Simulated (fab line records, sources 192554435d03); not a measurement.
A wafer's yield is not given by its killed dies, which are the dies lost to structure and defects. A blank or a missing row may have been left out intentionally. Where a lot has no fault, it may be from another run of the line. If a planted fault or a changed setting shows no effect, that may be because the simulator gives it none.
A lot that was struck, set against a sound lot -- flow n5Finfet -- 36 out of 1938 route steps
Sound: wafers L975.1, L975.3, L975.6. The struck wafers were L974.2, L974.4, L974.6. Last of all comes the cause.
Per side, at each step with rows, come the tool, then ch with its chambers, and then its first start. Under that, the readings that differ: sound wafers -- struck wafers -- difference of the means -- sigmas: that difference in standard deviations of wafers without a fault.
alike: readings with means less than 2 such deviations apart, plus words and numbers identical on both sides. not compared: withheld readings, readings lacking a value on some wafer, bounds such as >300 that could conceal the same value, and numbers that have no deviation in the record and whose values overlap.
Wherever a step has rows on one side only, a row that says differs or no value, or a row with sigmas, the two part there. Non-overlapping numbers with no deviation appear without sigmas and do not part them. Lack of a reading on every wafer of one side parts them only where that side has two or more wafers.

first, 9 steps without rows for these wafers: N5_BEOL_M4_ANNEAL_95 (time 240 s); N5_BEOL_M4_SPUTTER_96 (material Cu, target thk 4.5 nm, time 8.29 s); N5_BEOL_M4_ECD_50 (material Cu, target thk 300 nm); N5_BEOL_M4_ANNEAL_51 (time 90 s); N5_BEOL_M4_CMP_52 (polishes, stops on SiOC, t overpolish 6.8 s, target thk 40 nm); N5_BEOL_M4_PRE_CLEAN_60 (time 15 s); N5_BEOL_M4_CO_CAP_55 (material Co, precursor CCTBA/H2, target thk 2 nm, time 102.1 s); N5_BEOL_M4_PRE_CLEAN_56 (time 15 s); N5_BEOL_M4_DEP_57 (deposits SiCN from 3MS/NH3, target thk 8 nm, time 14 s).
N5_BEOL_M4_RC_MEAS_101:
  sound on prober-01 ch 0, day 14 08:56; struck on prober-02 ch 0, day 14 05:23
  alike: DIBL_N, DIBL_P, IOFF_N, IOFF_P, ION_N, ION_P, SS_N, SS_P, VT_N, VT_P
then, 24 steps without rows for these wafers: N5_BEOL_M5_ILD_DEP_00 (deposits SiCOH lowk from DEMS/porogen, target thk 140.64 nm, time 25.9 s); N5_BEOL_M5_CURE_79 (cures SiCOH lowk, time 240 s); N5_BEOL_M5_PECVD_70 (deposits SiO2 from TEOS/O2, target thk 16 nm, time 18 s); N5_BEOL_M5_HM_DEP_02 (deposits TiN, target thk 20 nm); N5_BEOL_M5_COAT_59 (time 60 s, resist thk 60 nm); N5_BEOL_M5_COAT_60 (time 60 s, resist thk 12 nm); N5_BEOL_M5_COAT_71 (time 60 s, resist thk 5 nm); N5_BEOL_M5_COAT_05 (resist thk 30 nm); N5_BEOL_M5_EBR_07; N5_BEOL_M5_SOFTBAKE_06 (time 60 s); N5_BEOL_M5_EXPOSE_08 (exposes mask M5, target cd 28 nm); N5_BEOL_M5_PEB_09 (peb time 60 s); N5_BEOL_M5_DEVELOP_10 (develop time 30 s); N5_BEOL_M5_DESCUM_16 (chemistry O2, time 7 s); N5_BEOL_M5_ETCH_72 (etches underlayer in N2/H2, target depth 6.5 nm, time 5.2 s); N5_BEOL_M5_ETCH_61 (etches SiARC in CF4, target depth 15.6 nm, time 26 s); N5_BEOL_M5_ETCH_62 (etches SOC in N2/H2, target depth 75 nm, overetch 15 nm, time 112.5 s); N5_BEOL_M5_STRIP_63 (strips in N2/H2); N5_BEOL_M5_STRIP_73 (strips in N2/H2); N5_BEOL_M5_STRIP_64 (strips in CF4); N5_BEOL_M5_HM_OPEN_17 (chemistry Cl2/BCl3, target TiN, target depth 20 nm, overetch 6 nm); N5_BEOL_M5_STRIP_19 (strips in O2); N5_BEOL_M5_COAT_65 (time 60 s, resist thk 60 nm); N5_BEOL_M5_COAT_66 (time 60 s, resist thk 12 nm).
-- record jumps: 4 days separate the struck wafers' starts on either side; left off in module BEOL_M5, taken up again in module MIM_TOP, whose first shown step is the route's number 1838 --
N5_MIM_TOP_SPUTTER_03: material TiN, target thk 35 nm, time 89.7 s.
  sound: pvdSputter-03 at day 18 13:34; struck: pvdSputter-03 at day 18 02:07
  no value came back on the struck wafers for cathodeDcPowerW (W), chamberPressurePa (Pa), throttleValvePct (%), timeS (s); on the sound wafers cathodeDcPowerW (W) reads 3000.8 2999.8 2999.6
N5_PASSIVATION_PROBE_49:
  rows exist in the record for the struck wafers here (prober-02, day 18 12:00), but not for the sound ones

== WHERE THEY PART ==
Last at N5_PASSIVATION_PROBE_49 as far as this record goes, first at N5_MIM_TOP_SPUTTER_03.

WHY: whatever the simulator had introduced
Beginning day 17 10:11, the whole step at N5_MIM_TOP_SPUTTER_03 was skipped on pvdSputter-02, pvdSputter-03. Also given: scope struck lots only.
